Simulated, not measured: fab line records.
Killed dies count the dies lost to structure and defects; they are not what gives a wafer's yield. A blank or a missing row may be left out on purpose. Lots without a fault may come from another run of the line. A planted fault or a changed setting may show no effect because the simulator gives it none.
fab line records + flow n5_finfet
[record]
- lots = 9
- wafers = 27
- last_day = 18
route steps=1938 shown GATE_CUT@491 BEOL_M4@1111
lots with no fault: from the same line, run without faults
start_h: hours from the record's first day to the start of the lot's first wafer shown + wait_h: hours from the lot's prior step to this one + " the same as in the row above + L1.1+2: several wafers, shown together as one row + - no value, or no start was given + * or withheld: withheld + < > ~ a bound
route shown NAME@n: names a module that has steps shown in the file, with the first one's number in the route + usual: mean/standard deviation taken from wafers without a fault + same: alike in all rows + chamber/n: place in a boat + sites: the reading at each site + _std_site: their standard deviation + _edge_site: inner sites' mean taken away from outer sites' mean + radius_mm: how far each site lies from the wafer's centre + mask NAME#n: copy n + behind: tool/chamber where the wafer was last shaped + hold: why the lot was held/for how many hours/how that ended + device: the n, p or np transistor that did not switch + end of line: tests run on the same wafers once the route is complete + for a step that has no rows: nothing shown but its recipe + killed: dies lost to structure and defects at the first sort, not the wafer's yield + map: a wafer's dies, marking killed ones x, the rest . and places with no die _
set.NAME: the setting the step ran with; set.NAME@STEP: the setting that earlier step ran with + model.NAME: the simulator's own value behind a step, which no gauge read
the route's steps for a sample of lots (tables are steps, rows are wafers)
services: the hour from which a tool's chamber was out of use, counted from the record's first day as start_h (under 0 if before that day), plus the number of hours and why
[[steps]]
[step N5_GATE_CUT_ETCH_28]
[recipe]
- chemistry = N2/H2
- target = underlayer
- target_depth_a = 130
- mask_material = CAR-EUV
- time_s = 10.4
- ion_energy_ev = 200
- pressure_mtorr = 30
- source_w = 840
- bias_w = 150
- n2_flow_sccm = 200
- h2_flow_sccm = 200
- ends = cleared
[usual]
- chamber_pressure_mTorr = 29.999/0.029
- drypump_motor_current_A = 5.7/0.34
- etch_rf_on_time_s = 10.38/0.15
- oes_product_au = 0.67/0.066
- rf_vpp_V = 524/3.1
- showerhead_plenum_p_Torr = 2.53/0.11
- throttle_valve_pct = 17.89/0.23
| lot.wafer | tool        | chamber | start_h | wait_h | chamber_pressure_mTorr | drypump_motor_current_A | etch_rf_on_time_s | oes_product_au | rf_hours_counter_h | rf_vpp_V | showerhead_plenum_p_Torr | throttle_valve_pct |
|-----------|-------------|---------|---------|--------|------------------------|-------------------------|-------------------|----------------|--------------------|----------|--------------------------|--------------------|
| L153.3    | rie_diel-02 | 2       | 108.10  | 0.0    | 29.968                 | 5.5                     | 10.29             | 0.69           | 88                 | 521      | 2.46                     | 17.63              |
| L153.4    | "           | 3       | "       | "      | 29.996                 | 5.5                     | 10.61             | 0.66           | 137                | 523      | 2.55                     | 17.92              |
| L153.6    | "           | 1       | "       | "      | 30.066                 | 6.4                     | 10.31             | 0.70           | -                  | 527      | 2.69                     | 18.14              |
| L154.2    | rie_diel-06 | 2       | 111.24  | 0.0    | 30.029                 | 5.9                     | 10.44             | 0.64           | 143                | 522      | 2.44                     | 18.19              |
| L154.3    | "           | 0       | "       | "      | 29.988                 | 5.7                     | 10.34             | 0.71           | 86                 | 527      | 2.68                     | 17.97              |
| L154.4    | "           | 3       | "       | "      | 30.004                 | 5.3                     | 10.59             | 0.59           | 244                | 520      | 2.39                     | 17.74              |
| L157.1    | rie_diel-02 | 1       | 128.75  | 0.0    | 29.943                 | 6.3                     | 10.27             | 0.69           | 84                 | 529      | 2.69                     | 18.17              |
| L157.4    | "           | 2       | "       | "      | 30.012                 | 5.5                     | 10.39             | 0.68           | 94                 | 521      | 2.46                     | 17.62              |
| L157.5    | "           | 1       | "       | "      | 29.977                 | 6.3                     | 10.38             | 0.68           | -                  | 526      | 2.69                     | 18.16              |
| L158.2    | rie_diel-06 | 2       | 137.62  | 0.0    | 30.023                 | 5.8                     | 10.30             | 0.63           | 150                | 522      | 2.44                     | 18.20              |
| L158.5    | "           | 0       | "       | "      | 30.070                 | 5.7                     | 10.31             | 0.70           | -                  | 529      | 2.68                     | 17.98              |
| L158.6    | "           | 3       | "       | "      | 30.008                 | 5.3                     | 10.61             | 0.59           | -                  | 520      | 2.39                     | 17.73              |
| L159.1    | rie_diel-02 | 2       | 144.73  | 0.0    | 29.985                 | 5.5                     | 10.18             | 0.68           | 99                 | 519      | 2.46                     | 17.64              |
| L159.4    | "           | 3       | "       | "      | 30.005                 | 5.5                     | 10.47             | 0.66           | 147                | 525      | 2.54                     | 17.94              |
| L159.5    | "           | 3       | "       | "      | 29.988                 | 5.5                     | 10.48             | 0.65           | -                  | 523      | 2.54                     | 17.95              |
| L164.1    | rie_diel-05 | 1       | 175.54  | 0.0    | 29.988                 | 5.2                     | 10.22             | 0.76           | 23                 | 523      | 2.49                     | 17.74              |
| L164.2    | "           | 3       | "       | "      | 30.001                 | 5.6                     | 10.16             | 0.81           | 12                 | 524      | 2.50                     | 17.77              |
| L164.4    | "           | 0       | "       | "      | 30.009                 | 6.1                     | 10.21             | 0.63           | 161                | 524      | 2.54                     | 17.88              |
| L167.1    | rie_diel-06 | 3       | 192.40  | 0.0    | 30.021                 | 5.3                     | 10.28             | 0.83           | 4                  | 529      | 2.70                     | 17.35              |
| L167.2    | "           | 2       | "       | "      | 29.994                 | 5.9                     | 10.58             | 0.61           | 169                | 521      | 2.43                     | 18.24              |
| L167.3    | "           | 1       | "       | "      | 29.973                 | 5.9                     | 10.34             | 0.64           | 140                | 517      | 2.35                     | 18.23              |
| L171.1    | rie_diel-02 | 1       | 215.31  | 0.0    | 29.975                 | 6.4                     | 10.34             | 0.67           | 110                | 528      | 2.68                     | 18.19              |
| L171.2    | "           | 2       | "       | "      | 30.033                 | 5.5                     | 10.49             | 0.66           | 119                | 521      | 2.45                     | 17.68              |
| L171.5    | "           | 2       | "       | "      | 29.982                 | 5.5                     | 10.45             | 0.66           | -                  | 521      | 2.45                     | 17.66              |
| L172.1    | rie_diel-05 | 2       | 222.54  | 0.0    | 30.031                 | 6.0                     | 10.49             | 0.59           | 216                | 526      | 2.62                     | 17.60              |
| L172.4    | "           | 1       | "       | "      | 29.990                 | 5.2                     | 10.30             | 0.74           | 35                 | 523      | 2.48                     | 17.76              |
| L172.6    | "           | 0       | "       | "      | 30.019                 | 6.2                     | 10.27             | 0.61           | -                  | 524      | 2.53                     | 17.90              |
[step N5_GATE_CUT_ETCH_36]
[recipe]
- chemistry = CF4
- target = SiARC
- target_depth_a = 130
- mask_material = CAR-EUV
- time_s = 21.7
- ion_energy_ev = 80
- pressure_mtorr = 40
- source_w = 545
- bias_w = 36
- Ar_flow_sccm = 100
- cf4_flow_sccm = 100
- ends = cleared
[usual]
- chamber_pressure_mTorr = 40.00/0.038
- drypump_motor_current_A = 5.7/0.34
- etch_rf_on_time_s = 21.6/0.32
- oes_product_au = 0.67/0.067
- rf_vpp_V = 184.0/1.3
- showerhead_plenum_p_Torr = 2.14/0.082
- throttle_valve_pct = 15.66/0.21
| lot.wafer | tool        | chamber | start_h | wait_h | chamber_pressure_mTorr | drypump_motor_current_A | etch_rf_on_time_s | oes_product_au | rf_hours_counter_h | rf_vpp_V | showerhead_plenum_p_Torr | throttle_valve_pct |
|-----------|-------------|---------|---------|--------|------------------------|-------------------------|-------------------|----------------|--------------------|----------|--------------------------|--------------------|
| L153.3    | rie_diel-02 | 2       | 108.12  | 0.0    | 39.98                  | 5.5                     | 21.4              | 0.69           | 88                 | 182.7    | 2.07                     | 15.45              |
| L153.4    | "           | 3       | "       | "      | 39.98                  | 5.5                     | 22.0              | 0.66           | 137                | 184.4    | 2.14                     | 15.69              |
| L153.6    | "           | 1       | "       | "      | 40.03                  | 6.3                     | 21.5              | 0.70           | -                  | 185.3    | 2.26                     | 15.87              |
| L154.2    | rie_diel-06 | 2       | 111.26  | 0.0    | 39.98                  | 5.9                     | 21.7              | 0.64           | 143                | 182.2    | 2.06                     | 15.89              |
| L154.3    | "           | 0       | "       | "      | 39.94                  | 5.7                     | 21.9              | 0.70           | 86                 | 186.1    | 2.25                     | 15.61              |
| L154.4    | "           | 3       | "       | "      | 39.98                  | 5.3                     | 22.5              | 0.58           | 244                | 182.1    | 2.03                     | 15.65              |
| L157.1    | rie_diel-02 | 1       | 128.77  | 0.0    | 40.09                  | 6.3                     | 21.4              | 0.70           | 84                 | 184.9    | 2.25                     | 15.89              |
| L157.4    | "           | 2       | "       | "      | 40.00                  | 5.5                     | 21.3              | 0.69           | 94                 | 184.0    | 2.07                     | 15.45              |
| L157.5    | "           | 1       | "       | "      | 39.98                  | 6.3                     | 21.3              | 0.69           | -                  | 185.0    | 2.25                     | 15.89              |
| L158.2    | rie_diel-06 | 2       | 137.64  | 0.0    | 39.96                  | 5.8                     | 22.0              | 0.63           | 150                | 183.8    | 2.06                     | 15.93              |
| L158.5    | "           | 0       | "       | "      | 40.03                  | 5.8                     | 21.9              | 0.71           | -                  | 185.8    | 2.25                     | 15.61              |
| L158.6    | "           | 3       | "       | "      | 40.05                  | 5.3                     | 22.6              | 0.58           | -                  | 183.1    | 2.03                     | 15.66              |
| L159.1    | rie_diel-02 | 2       | 144.74  | 0.0    | 40.00                  | 5.5                     | 21.6              | 0.67           | 99                 | 184.5    | 2.07                     | 15.48              |
| L159.4    | "           | 3       | "       | "      | 39.95                  | 5.4                     | 22.0              | 0.65           | 147                | 184.0    | 2.14                     | 15.72              |
| L159.5    | "           | 3       | "       | "      | 40.00                  | 5.5                     | 21.7              | 0.65           | -                  | 184.0    | 2.14                     | 15.72              |
| L164.1    | rie_diel-05 | 1       | 175.56  | 0.0    | 40.05                  | 5.2                     | 21.2              | 0.76           | 23                 | 184.9    | 2.10                     | 15.51              |
| L164.2    | "           | 3       | "       | "      | 40.05                  | 5.6                     | 21.2              | 0.81           | 12                 | 184.2    | 2.11                     | 15.36              |
| L164.4    | "           | 0       | "       | "      | 39.98                  | 6.2                     | 21.4              | 0.63           | 161                | 183.6    | 2.15                     | 15.63              |
| L167.1    | rie_diel-06 | 3       | 192.42  | 0.0    | 40.02                  | 5.3                     | 21.4              | 0.84           | 4                  | 184.1    | 2.28                     | 15.19              |
| L167.2    | "           | 2       | "       | "      | 40.08                  | 5.8                     | 22.0              | 0.61           | 169                | 181.5    | 2.05                     | 15.95              |
| L167.3    | "           | 1       | "       | "      | 40.00                  | 5.9                     | 21.4              | 0.65           | 140                | 182.2    | 1.99                     | 16.03              |
| L171.1    | rie_diel-02 | 1       | 215.33  | 0.0    | 40.00                  | 6.3                     | 21.4              | 0.66           | 110                | 185.1    | 2.24                     | 15.94              |
| L171.2    | "           | 2       | "       | "      | 40.00                  | 5.5                     | 21.8              | 0.66           | 119                | 182.5    | 2.06                     | 15.51              |
| L171.5    | "           | 2       | "       | "      | 39.99                  | 5.5                     | 21.9              | 0.66           | -                  | 182.9    | 2.06                     | 15.48              |
| L172.1    | rie_diel-05 | 2       | 222.56  | 0.0    | 39.97                  | 6.0                     | 21.6              | 0.61           | 216                | 184.6    | 2.20                     | 15.48              |
| L172.4    | "           | 1       | "       | "      | 39.97                  | 5.2                     | 21.5              | 0.74           | 35                 | 184.1    | 2.10                     | 15.54              |
| L172.6    | "           | 0       | "       | "      | 39.98                  | 6.1                     | 21.4              | 0.62           | -                  | 184.4    | 2.14                     | 15.67              |
[step N5_GATE_CUT_CMP_23]
[recipe]
- stop_on = SiO2
- t_overpolish_s = 23.4
- post_cmp_clean = alkaline_brush
- down_force_psi = 2.5
- platen_rpm = 51.8
- pad_velocity_m_s = 1.0307
- target_thk_nm = 16
[usual]
- motor_current_A = 8.8/0.79
- overpolish_run_s = 23.401/0.0086
- time_to_endpoint_s = 18.7/1.9
| lot.wafer | tool   | chamber | start_h | wait_h | motor_current_A | overpolish_run_s | time_to_endpoint_s |
|-----------|--------|---------|---------|--------|-----------------|------------------|--------------------|
| L153.4    | cmp-04 | 3       | 110.47  | 0.8    | 9.0             | 23.388           | 20.1               |
| L153.3    | "      | 0       | "       | "      | 7.9             | 23.420           | 18.3               |
| L153.6    | "      | 2       | "       | "      | 10.2            | 23.404           | 18.8               |
| L154.3    | cmp-04 | 3       | 113.54  | 0.8    | 8.6             | 23.405           | 20.7               |
| L154.4    | "      | 0       | "       | "      | 7.6             | 23.409           | 20.4               |
| L154.2    | "      | 2       | "       | "      | 10.5            | 23.389           | 22.6               |
| L157.1    | cmp-01 | 2       | 131.04  | 0.8    | 8.3             | 23.395           | 16.8               |
| L157.4    | "      | 1       | "       | "      | 9.2             | 23.417           | 17.4               |
| L157.5    | "      | 3       | "       | "      | 9.9             | 23.398           | 17.1               |
| L158.2    | cmp-04 | 3       | 139.99  | 0.8    | 8.5             | 23.401           | 18.6               |
| L158.6    | "      | 1       | "       | "      | 9.4             | 23.407           | 18.6               |
| L158.5    | "      | 2       | "       | "      | 10.1            | 23.414           | 19.6               |
| L159.1    | cmp-01 | 2       | 147.11  | 0.8    | 8.2             | 23.383           | 21.7               |
| L159.4    | "      | 1       | "       | "      | 9.3             | 23.401           | 21.1               |
| L159.5    | "      | 3       | "       | "      | 9.9             | 23.391           | 19.0               |
| L164.4    | cmp-04 | 0       | 177.85  | 0.8    | 7.7             | 23.393           | 18.9               |
| L164.1    | "      | 1       | "       | "      | 9.4             | 23.403           | 18.8               |
| L164.2    | "      | 2       | "       | "      | 11.0            | 23.396           | 20.2               |
| L167.3    | cmp-01 | 2       | 194.69  | 0.8    | 8.4             | 23.410           | 17.4               |
| L167.1    | "      | 0       | "       | "      | 8.7             | 23.414           | 36.8               |
| L167.2    | "      | 1       | "       | "      | 9.3             | 23.398           | 19.1               |
| L171.2    | cmp-04 | 2       | 217.73  | 0.8    | 10.4            | 23.396           | 20.1               |
| L171.1    | "      | 3       | "       | "      | 8.7             | 23.399           | 20.0               |
| L171.5    | "      | 0       | "       | "      | 8.2             | 23.376           | 16.2               |
| L172.4    | cmp-02 | 1       | 224.91  | 0.8    | 9.6             | 23.408           | 19.5               |
| L172.1    | "      | 2       | "       | "      | 7.9             | 23.402           | 16.0               |
| L172.6    | "      | 3       | "       | "      | 8.5             | 23.406           | 19.7               |
[step N5_GATE_CUT_CMP_43]
[recipe]
- material = SiO2
- post_cmp_clean = rinse_only
[usual]
- motor_current_A = 11.7/0.97
| lot.wafer | tool   | chamber | start_h | wait_h | motor_current_A |
|-----------|--------|---------|---------|--------|-----------------|
| L153.4    | cmp-01 | 2       | 110.72  | 0.0    | 11.6            |
| L153.3    | "      | 1       | "       | "      | 11.9            |
| L153.6    | "      | 3       | "       | "      | 13.5            |
| L154.4    | cmp-02 | 1       | 113.86  | 0.0    | 13.1            |
| L154.2    | "      | 3       | "       | "      | 11.4            |
| L154.3    | "      | 0       | "       | "      | 10.9            |
| L157.1    | cmp-02 | 3       | 131.36  | 0.0    | 11.5            |
| L157.4    | "      | 2       | "       | "      | 10.6            |
| L157.5    | "      | 3       | "       | "      | 11.4            |
| L158.2    | cmp-04 | 0       | 140.32  | 0.1    | 10.8            |
| L158.5    | "      | 3       | "       | "      | 11.2            |
| L158.6    | "      | 0       | "       | "      | 10.8            |
| L159.1    | cmp-02 | 3       | 147.47  | 0.1    | 11.1            |
| L159.4    | "      | 0       | "       | "      | 10.3            |
| L159.5    | "      | 3       | "       | "      | 11.0            |
| L164.2    | cmp-04 | 1       | 178.17  | 0.0    | 13.1            |
| L164.1    | "      | 3       | "       | "      | 10.6            |
| L164.4    | "      | 0       | "       | "      | 11.1            |
| L167.1    | cmp-02 | 0       | 195.10  | 0.1    | 10.8            |
| L167.3    | "      | 1       | "       | "      | 13.0            |
| L167.2    | "      | 2       | "       | "      | 10.8            |
| L171.2    | cmp-01 | 0       | 218.06  | 0.1    | 11.5            |
| L171.1    | "      | 2       | "       | "      | 10.7            |
| L171.5    | "      | 0       | "       | "      | 11.8            |
| L172.1    | cmp-02 | 1       | 225.16  | 0.0    | 13.2            |
| L172.4    | "      | 2       | "       | "      | 10.9            |
| L172.6    | "      | 1       | "       | "      | 12.2            |
[step N5_BEOL_M4_RC_MEAS_101]
[usual]
- DIBL_N = 36.3/1.6
- DIBL_P = 36.5/1.6
- IOFF_N = 0.163/0.026
- IOFF_P = 0.22/0.033
- ION_N = 676/9.9
- ION_P = 464/6.5
- SS_N = 71.5/0.5
- SS_P = 73.3/0.64
- VT_N = 249.3/2.9
- VT_P = -250/3.2
| lot.wafer | tool      | chamber | start_h | wait_h | DIBL_N[mV/V] | DIBL_P[mV/V] | IOFF_N[nA/um] | IOFF_P[nA/um] | ION_N[uA/um] | ION_P[uA/um] | SS_N[mV/dec] | SS_P[mV/dec] | VT_N[mV] | VT_P[mV] |
|-----------|-----------|---------|---------|--------|--------------|--------------|---------------|---------------|--------------|--------------|--------------|--------------|----------|----------|
| L153.3    | prober-01 | 0       | 206.53  | 0.3    | 36.8         | 37.1         | 0.165         | 0.22          | 687          | 468          | 71.1         | 72.8         | 247.6    | -248     |
| L153.4    | "         | 0       | "       | "      | 37.4         | 37.5         | 0.176         | 0.24          | 699          | 479          | 71.5         | 73.6         | 247.3    | -248     |
| L153.6    | "         | 0       | "       | "      | 37.0         | 37.0         | 0.153         | 0.22          | 674          | 462          | 71.9         | 73.2         | 249.2    | -251     |
| L154.2    | prober-02 | 0       | 208.37  | 0.2    | 36.9         | 37.9         | 0.179         | 0.22          | 673          | 463          | 71.6         | 74.8         | 245.1    | -251     |
| L154.3    | "         | 0       | "       | "      | 37.0         | 38.1         | 0.182         | 0.22          | 688          | 466          | 71.7         | 73.9         | 246.4    | -250     |
| L154.4    | "         | 0       | "       | "      | 35.6         | 36.5         | 0.160         | 0.20          | 697          | 464          | 70.8         | 74.3         | 248.8    | -253     |
| L158.2    | prober-02 | 0       | 234.80  | 0.2    | 38.9         | 37.9         | 0.218         | 0.28          | 683          | 474          | 72.0         | 73.7         | 246.9    | -247     |
| L158.5    | "         | 0       | "       | "      | 39.4         | 38.2         | 0.235         | 0.28          | 689          | 469          | 72.1         | 74.2         | 242.8    | -246     |
| L158.6    | "         | 0       | "       | "      | 39.1         | 37.9         | 0.222         | 0.28          | 696          | 473          | 72.5         | 73.8         | 244.2    | -245     |
| L157.1    | prober-01 | 0       | 235.10  | 0.0    | 34.5         | 35.3         | 0.135         | 0.17          | 670          | 452          | 71.3         | 72.5         | 252.4    | -254     |
| L157.4    | "         | 0       | "       | "      | 34.2         | 35.9         | 0.142         | 0.18          | 682          | 464          | 71.1         | 72.5         | 249.9    | -250     |
| L157.5    | "         | 0       | "       | "      | 33.9         | 34.6         | 0.129         | 0.17          | 674          | 461          | 71.5         | 72.6         | 249.3    | -252     |
| L159.1    | prober-02 | 0       | 254.38  | 0.0    | 35.7         | 36.2         | 0.166         | 0.22          | 674          | 464          | 71.5         | 73.8         | 249.9    | -248     |
| L159.4    | "         | 0       | "       | "      | 36.0         | 36.5         | 0.165         | 0.22          | 677          | 463          | 70.5         | 73.2         | 250.0    | -248     |
| L159.5    | "         | 0       | "       | "      | 35.3         | 35.6         | 0.152         | 0.21          | 667          | 458          | 71.2         | 73.4         | 250.9    | -249     |
| L164.1    | prober-02 | 0       | 266.32  | 0.0    | 33.4         | 33.8         | 0.116         | 0.16          | 656          | 456          | 70.8         | 72.8         | 254.8    | -256     |
| L164.2    | "         | 0       | "       | "      | 36.1         | 36.6         | 0.158         | 0.20          | 679          | 457          | 71.7         | 73.6         | 248.3    | -253     |
| L164.4    | "         | 0       | "       | "      | 36.3         | 36.6         | 0.153         | 0.19          | 669          | 459          | 71.2         | 73.0         | 251.0    | -253     |
| L167.1    | prober-01 | 0       | 282.61  | 0.0    | 37.5         | 35.8         | 0.166         | 0.21          | 678          | 463          | 71.2         | 73.0         | 249.6    | -249     |
| L167.2    | "         | 0       | "       | "      | 35.4         | 34.7         | 0.140         | 0.20          | 668          | 462          | 71.3         | 72.8         | 248.2    | -251     |
| L167.3    | "         | 0       | "       | "      | 36.4         | 35.1         | 0.143         | 0.20          | 668          | 460          | 71.1         | 72.6         | 247.9    | -252     |
| L171.1    | prober-01 | 0       | 316.29  | 0.0    | 36.0         | 37.1         | 0.169         | 0.22          | 669          | 465          | 71.8         | 73.4         | 249.5    | -250     |
| L171.2    | "         | 0       | "       | "      | 34.9         | 35.2         | 0.145         | 0.19          | 662          | 456          | 71.6         | 73.5         | 252.3    | -251     |
| L171.5    | "         | 0       | "       | "      | 35.7         | 36.3         | 0.164         | 0.22          | 672          | 462          | 71.7         | 73.8         | 250.3    | -248     |
| L172.1    | prober-01 | 0       | 320.48  | 0.0    | 36.3         | 35.8         | 0.173         | 0.24          | 681          | 463          | 71.5         | 73.2         | 246.1    | -246     |
| L172.4    | "         | 0       | "       | "      | 36.5         | 35.5         | 0.165         | 0.23          | 671          | 462          | 72.0         | 74.0         | 247.7    | -246     |
| L172.6    | "         | 0       | "       | "      | 38.5         | 39.0         | 0.217         | 0.30          | 696          | 473          | 72.0         | 74.1         | 243.8    | -245     |
[[services]]
| tool        | chamber | start_h | hours | kind                          |
|-------------|---------|---------|-------|-------------------------------|
| rie_diel-05 | 3       | 106.00  | -     | clean                         |
| rie_diel-05 | 3       | 106.00  | -     | consumable_replace:focus_ring |
| rie_diel-05 | 3       | 106.00  | 22.3  | scheduled_down                |
| rie_diel-05 | 3       | 106.00  | 22.3  | vent_cycle                    |
| rie_diel-06 | 3       | 106.80  | 1.2   | repair                        |
| rie_diel-06 | -       | 110.12  | 0.7   | repair                        |
| cmp-04      | -       | 134.97  | 0.8   | repair                        |
| cmp-01      | -       | 139.81  | 3.7   | pm                            |
| cmp-04      | -       | 145.28  | 1.4   | repair                        |
| rie_diel-06 | 0       | 151.75  | 8.8   | repair                        |
| rie_diel-06 | 3       | 160.69  | -     | clean                         |
| rie_diel-06 | 3       | 160.69  | -     | consumable_replace:focus_ring |
| rie_diel-06 | 3       | 160.69  | -     | consumable_replace:showerhead |
| rie_diel-06 | 3       | 160.69  | 18.1  | scheduled_down                |
| rie_diel-06 | 3       | 160.69  | 18.1  | vent_cycle                    |
| cmp-02      | -       | 160.82  | 0.3   | repair                        |
| cmp-01      | -       | 182.05  | 0.7   | repair                        |
| rie_diel-06 | 1       | 185.66  | 1.9   | repair                        |
| rie_diel-02 | 2       | 186.31  | 1.2   | repair                        |
| cmp-04      | -       | 191.68  | 0.3   | repair                        |
| cmp-02      | -       | 205.70  | 5.9   | pm                            |
| rie_diel-02 | -       | 211.42  | 0.1   | repair                        |
| rie_diel-02 | 0       | 219.73  | -     | clean                         |
| rie_diel-02 | 0       | 219.73  | -     | consumable_replace:focus_ring |
[[key]]
[first_sign]
- step = N5_GATE_CUT_CMP_23
- reading = time_to_endpoint_s
- direction = up
- sigmas = 9.5
- usual = *
- struck = *
effect none on later readings
met_at N5_GATE_CUT_CMP_23
struck_lots L167
struck_wafers L167.1
not_acting_at N5_GATE_CUT_ETCH_28,N5_GATE_CUT_ETCH_36,N5_GATE_CUT_CMP_43
onset_between 147.11 194.69
[fault]
- kind = process_parameter_drift
- tool = cmp-01
- chamber = -
- onset_h = 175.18
- steps = N5_GATE_CUT_CMP_23
- channel = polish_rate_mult
- offset = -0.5
- shape = step
- end_h = 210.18
- scope = struck_wafers_only
